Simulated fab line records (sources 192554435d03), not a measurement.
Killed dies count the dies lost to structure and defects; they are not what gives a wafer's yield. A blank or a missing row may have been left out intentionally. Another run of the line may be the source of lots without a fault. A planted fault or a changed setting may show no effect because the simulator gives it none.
Matching of chambers | flow n5_finfet | ald_sin-03 running N5_MOL_CONTACT_COAG_ALD_123: 4 sister chambers
The step deposits SiNx, target thk 5 nm, pulse time 1 s, purge time 2 s. 8 wafers are shown with their chamber, then 8 later ones without.

WAFERS, EACH WITH ITS CHAMBER
wafer  | chamber | heater_power_w (W) | precursor_pulse_height_rel
L080.4 | 0       | 876                | 1.001
L081.6 | 0       | 892                | 1.029
L082.1 | 3       | 723                | 1.020
L082.3 | 2       | 839                | 1.000
L084.2 | 1       | 1045               | 0.995
L084.3 | 2       | 866                | 1.017
L084.6 | 1       | 1031               | 1.023
L087.3 | 3       | 734                | 0.995

WAFERS MISSING THEIR CHAMBER
wafer  | heater_power_w (W) | precursor_pulse_height_rel
L087.5 | 840                | 1.012
L087.6 | 706                | 1.018
L093.2 | 846                | 0.975
L093.3 | 835                | 0.993
L093.4 | 1025               | 1.009
L096.4 | 871                | 0.990
L096.5 | 855                | 0.993
L096.6 | 745                | 0.999

THE CHAMBER EACH PASSED THROUGH
wafer  | from the rows above     | in truth
L087.5 | 2                       | 2
L087.6 | 3                       | 3
L093.2 | can't be placed: 2 or 0 | 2
L093.3 | 2                       | 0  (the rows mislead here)
L093.4 | 1                       | 1
L096.4 | can't be placed: 0 or 2 | 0
L096.5 | can't be placed: 2 or 0 | 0
L096.6 | 3                       | 3
4 of 8 placed correctly. Can't be placed from these rows: 3 (the true chamber is among the candidates in 3). Placed wrongly: 1.
How it was worked out, from the rows above alone: a wafer's distance from a chamber is the root of the sum, over the readings, of the square of ((its reading less the chamber's mean) divided by the reading's scatter). The wafer belongs to the nearest chamber; if the next one is less than 2 further off, it can't be placed. For every chamber, the mean is computed from those of its wafers that are shown. The scatter: the root of (the sum of the squares of (reading less its chamber's mean) over the shown wafers, divided by (wafers less chambers)).
